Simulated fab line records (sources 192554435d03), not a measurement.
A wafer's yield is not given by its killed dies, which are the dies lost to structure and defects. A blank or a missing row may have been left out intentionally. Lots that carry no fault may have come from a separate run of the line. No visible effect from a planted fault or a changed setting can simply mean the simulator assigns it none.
Matching of chambers    flow n5_finfet    rie_diel-04 running N5_SD_EPI_N_ETCH_35: 4 sister chambers
The step etches SOC in N2/H2, overetch 108 nm, time 486 s. 4 wafers are shown with their chamber, then 12 later ones without.

WAFERS, EACH WITH ITS CHAMBER
wafer   chamber  drypump_motor_current_A (A)
L088.2  3        5.6
L089.2  2        5.0
L089.5  1        5.2
L089.6  0        5.8

WAFERS WHOSE CHAMBER IS MISSING
wafer   drypump_motor_current_A (A)
L090.4  5.6
L090.5  5.6
L090.6  4.9
L092.1  5.2
L092.2  5.9
L092.5  5.2
L093.1  5.6
L093.4  5.0
L093.5  5.2
L097.2  5.2
L097.4  5.0
L097.5  5.9

WHICH CHAMBER EACH WENT THROUGH
wafer   from the rows above  in truth
L090.4  3                    3
L090.5  3                    3
L090.6  2                    2
L092.1  1                    1
L092.2  0                    0
L092.5  1                    1
L093.1  3                    3
L093.4  2                    2
L093.5  1                    1
L097.2  1                    1
L097.4  2                    2
L097.5  0                    0
Correctly placed: 12 of 12. From these rows, 0 cannot be placed. Placed wrongly: 0.
How it was worked out, from the rows above alone: a wafer's distance from a chamber is the root of the sum, over the readings, of the square of ((its reading less the chamber's mean) divided by the reading's scatter). The wafer belongs to the nearest chamber; if the next one is less than 2 further off, it can't be placed. For every chamber, the mean is computed from those of its wafers that are shown. The scatter: root of mean squared gap, hidden wafer to nearest shown wafer, with one shown wafer a chamber.
